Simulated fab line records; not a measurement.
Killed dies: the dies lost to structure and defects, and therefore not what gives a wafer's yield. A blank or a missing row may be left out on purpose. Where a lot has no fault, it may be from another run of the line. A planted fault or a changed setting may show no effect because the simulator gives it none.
Struck lot and sound lot, side by side | flow nand-harc | 15 steps out of a route of 1159
Sound: the wafers L128.1, L128.2, L128.5. Struck: wafer L135.1; the same lot's L135.4 was not struck, so it is left out; see the end for the cause.
Order at every step that has rows: each side's tool, ch and its chambers, its first start. Under that, the readings that differ: sound wafers | struck wafers | difference of the means | sigmas: that difference in standard deviations of wafers without a fault.
alike: same words and numbers on both sides, and readings whose means sit less than 2 such deviations apart. not compared: any withheld reading, any reading some wafer has no value for, any bound like >300 that may hide the same value, and any number with overlapping values for which the record gives no deviation.
A row with sigmas, a row that says differs or no value, or rows on one side alone: a step with any of these is where the two part. When numbers do not overlap yet have no deviation, they are printed without sigmas and do not part them. Lack of a reading on every wafer of one side parts them only where that side has two or more wafers.

first, 1 step without rows for these wafers: NHARC_A_ONON_D1_DEP_12 (target thk 1000 nm).
NHARC_A_ONON_D1_THK_MEAS_14: measures by ellipsometry.
  sound: film-metro-01 at day 9 09:08; struck: film-metro-02 at day 11 14:55
  reading     | sound       | struck | difference | sigmas
  thk-nm (nm) | 988 990 987 | 1007   | +19        | +2
then, 2 steps without rows for these wafers: NHARC_A_ONON_D1_ANNEAL_15 (time 3600 s); NHARC_A_ONON_D1_DEP_16 (target thk 1000 nm).
NHARC_A_ONON_D1_THK_MEAS_18: measures by ellipsometry.
  sound: film-metro-01 at day 9 14:13; struck: film-metro-01 at day 11 22:06
  alike: thk-nm
then, no rows for these wafers at 1 step: NHARC_A_ONON_D1_DEP_19 (target thk 1000 nm).
NHARC_A_ONON_D1_THK_MEAS_21: measures by ellipsometry.
  sound: film-metro-01 at day 9 14:48; struck: film-metro-02 at day 11 22:40
  reading     | sound       | struck | difference | sigmas
  thk-nm (nm) | 986 986 986 | 1010   | +24        | +3
then, no rows for these wafers at 1 step: NHARC_A_ONON_D1_DEP_22 (target thk 1000 nm).
NHARC_A_ONON_D1_THK_MEAS_24: measures by ellipsometry.
  sound: film-metro-01 at day 9 15:22; struck: film-metro-02 at day 11 23:14
  alike: thk-nm
then, no rows for these wafers at 1 step: NHARC_A_ONON_D1_DEP_25 (target thk 1000 nm).
NHARC_A_ONON_D1_THK_MEAS_27: measures by ellipsometry.
  sound: film-metro-01 at day 9 15:56; struck: film-metro-02 at day 11 23:48
  alike: thk-nm
NHARC_A_ONON_D1_DEP_28: target thk 1000 nm.
  sound on pecvd-onon-03 ch 0, day 9 15:59; struck on pecvd-onon-03 ch 0, day 11 23:52
  alike: n2o-flow-sccm
NHARC_A_ONON_D1_THK_MEAS_30: measures by ellipsometry.
  sound: film-metro-01 at day 9 16:30; struck: film-metro-01 at day 12 00:22
  reading     | sound       | struck | difference | sigmas
  thk-nm (nm) | 989 988 989 | 1534   | +545       | +45
NHARC_A_ONON_D1_DEP_33: deposits SiO2, target thk 200 nm.
  sound on pecvd-04 ch 0,1, day 9 16:54; struck on pecvd-02 ch 2, day 12 00:25
  alike: heater-power-w, throttle-valve-pct
-- jump in the record: it breaks off in module A_ONON_D1 and resumes in module END (first step shown: number 1159 of the route), and 10 days separate the struck wafers' starts before and after --
NHARC_END_SORT_01:
  only the struck wafers appear in the record here, on prober-02 ch 0 at day 22 11:43; the sound ones have no rows

WHERE THEY PART
Last at NHARC_END_SORT_01 as far as this record goes, first at NHARC_A_ONON_D1_THK_MEAS_14.

WHY: what the simulator had put in
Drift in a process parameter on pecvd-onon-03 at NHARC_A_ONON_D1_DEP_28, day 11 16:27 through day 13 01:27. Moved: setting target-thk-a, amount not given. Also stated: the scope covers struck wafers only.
